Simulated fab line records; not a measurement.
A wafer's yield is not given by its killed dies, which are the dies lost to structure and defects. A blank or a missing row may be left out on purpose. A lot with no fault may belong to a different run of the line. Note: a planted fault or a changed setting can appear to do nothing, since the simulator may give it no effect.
Matching of chambers -- flow nandHarc -- 4 sister chambers for NHARC_A_M1_DESCUM_14 on rieDiel-11
The step chemistry O2, time 3 s. 18 wafers are shown with their chamber, then 9 later ones without.

## WAFERS WITH THEIR CHAMBER
wafer,chamber,drypumpMotorCurrentA (A),oesProductAu (a.u.),rfVppV (V)
L076.2,3,5.6,1.011,55.8
L076.4,2,6.2,1.003,58.6
L076.6,2,6.3,1.004,59.0
L079.1,3,5.6,1.007,56.5
L079.2,2,6.3,1.018,58.0
L079.4,0,6.3,0.998,56.7
L084.2,2,6.2,1.015,58.2
L084.3,3,5.6,1.009,57.6
L084.5,2,6.2,1.011,58.0
L082.1,1,6.1,0.994,58.9
L082.4,3,5.6,1.005,56.2
L082.6,2,6.3,1.008,58.0
L086.1,1,6.0,0.995,57.9
L086.3,2,6.3,1.009,58.7
L086.6,3,5.6,1.009,57.0
L087.3,0,6.3,0.996,58.1
L087.5,0,6.3,1.006,56.8
L087.6,1,6.1,0.999,59.0

SIGNATURES, as means of the wafers listed above
reading,chamber 0,chamber 1,chamber 2,chamber 3,scatter within a chamber
drypumpMotorCurrentA,6.300,6.067,6.257,5.600,0.0412
oesProductAu,1.00000,0.99600,1.00971,1.00820,0.00439
rfVppV,57.200,58.600,58.357,56.620,0.593
Rule: for each reading, subtract the chamber's mean from the wafer's reading, divide by that reading's scatter and square the result; add these up over the readings and take the root, which gives the wafer's distance from the chamber. If the next closest chamber is less than 2 further off than the closest, the wafer can't be placed; otherwise it belongs to the closest. The scatter: take each reading less its chamber's mean, square it, sum over the shown wafers, divide by the number of wafers less the number of chambers, and take the root.

## WAFERS WITH NO CHAMBER GIVEN
wafer,drypumpMotorCurrentA (A),oesProductAu (a.u.),rfVppV (V)
L088.1,6.3,1.002,59.0
L088.2,6.3,1.010,58.8
L088.4,5.6,1.011,56.3
L093.1,6.1,1.001,58.5
L093.3,6.3,1.011,56.9
L093.4,6.3,1.021,57.8
L095.1,6.3,1.023,58.0
L095.2,6.3,1.003,55.8
L095.3,6.0,1.014,58.3

## WHICH CHAMBER EACH ONE RAN IN
wafer,from the rows above,in truth
L088.1,can't be placed: 2 or 0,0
L088.2,2,2
L088.4,3,3
L093.1,1,1
L093.3,can't be placed: 0 or 2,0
L093.4,can't be placed: 2 or 0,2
L095.1,2,2
L095.2,0,0
L095.3,can't be placed: 1 or 2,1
Correctly placed: 5 of 9. Not placeable from these rows: 4 (in 4, the candidates include the true chamber). 0 placed wrongly.
